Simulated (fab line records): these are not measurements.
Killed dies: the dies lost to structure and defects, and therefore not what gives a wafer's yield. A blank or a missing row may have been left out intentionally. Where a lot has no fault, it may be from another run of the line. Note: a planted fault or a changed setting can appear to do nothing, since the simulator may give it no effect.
One fault seen from 3 desks    flow n5 finfet    each desk has only its own numbers; what lay behind them comes last

== METROLOGY DESK ==
Means of the sampled wafers that have a number, per lot and without regard to the tool the lot ran on: this is what the gauges read. A lot is out of limits, marked OUT, if its mean lies more than 4 standard deviations from the usual mean; the brackets give that distance.
Columns: A = cd nm at N5_BEOL_M9_CD_MEAS_28, usual 70.07 nm; B = V8_OVL at N5_BEOL_M9_OVL_MEAS_29, usual -0.7 nm
lot   first seen here  A      B
L504  day 11 11:38     69.87  -0.3
L508  day 12 15:28     69.99  -1.0
L518  day 15 11:54     69.95  -0.5
L523  day 16 04:35     69.68  -0.7
L522  day 16 17:39     70.11  -1.9
L525  day 17 09:36     70.18  0.2
L524  day 17 12:56     70.06  -1.5
Finding of this desk: none of the 7 lots has anything out of limits.

== THE DEFECT DESK ==
Counts from the inspections along the route, per lot, as means over the sampled wafers that have a number. A lot is out of limits, marked OUT, if its mean lies more than 4 standard deviations from the usual mean; the brackets give that distance.
Columns: A = raw defect count at N5_BEOL_M9_INSPECT_30, usual 422
lot   first seen here  A
L504  day 11 11:43     527
L508  day 12 15:34     455
L518  day 15 11:59     511
L523  day 16 04:40     408
L522  day 16 17:44     360
L525  day 17 09:41     475
L524  day 17 13:01     524
Finding of this desk: none of the 7 lots has anything out of limits.

== FOR THE TOOL OWNER'S DESK: rie diel-04 ==
The tool's own readings at N5_BEOL_M9_VIA_ETCH_34 (etches SiCOH lowk in C4F6/O2, target depth 182.4 nm, time 68.4 s): means of the sampled wafers that have a number, for each lot that ran on this tool. A lot is out of limits, marked OUT, if its mean lies more than 4 standard deviations from the usual mean; the brackets give that distance. Readings shown: 7 of its 8, picked as those furthest out on some lot.
Columns: A = O2_flow_sccm at N5_BEOL_M9_VIA_ETCH_34, usual 10.00 sccm; B = drypump motor current A at N5_BEOL_M9_VIA_ETCH_34, usual 5.9 A; C = oes_f_703_au at N5_BEOL_M9_VIA_ETCH_34, usual 0.75 a.u.; D = oes_o_777_au at N5_BEOL_M9_VIA_ETCH_34, usual 0.75 a.u.; E = oes product au at N5_BEOL_M9_VIA_ETCH_34, usual 0.76 a.u.; F = rf vpp V at N5_BEOL_M9_VIA_ETCH_34, usual 669 V; G = throttle valve pct at N5_BEOL_M9_VIA_ETCH_34, usual 21.00 %
lot   first seen here  A      B    C     D     E     F    G
L508  day 12 15:58     10.00  5.7  0.77  0.76  0.78  671  20.99
L518  day 15 12:29     10.02  6.0  0.84  0.83  1.02  674  20.91
L523  day 16 04:55     9.98   5.6  0.88  0.86  0.98  672  20.69
L522  day 16 18:14     9.98   6.0  0.79  0.78  0.98  679  20.91
Finding of this desk: none of the 4 lots has anything out of limits.

== PUT TOGETHER ==
Metrology desk: nothing out of limits seen.
No out-of-limits result turned up at the defect desk.
Nothing out of limits was seen by the tool owner's desk.

== WHAT WAS PUT IN BY THE SIMULATOR ==
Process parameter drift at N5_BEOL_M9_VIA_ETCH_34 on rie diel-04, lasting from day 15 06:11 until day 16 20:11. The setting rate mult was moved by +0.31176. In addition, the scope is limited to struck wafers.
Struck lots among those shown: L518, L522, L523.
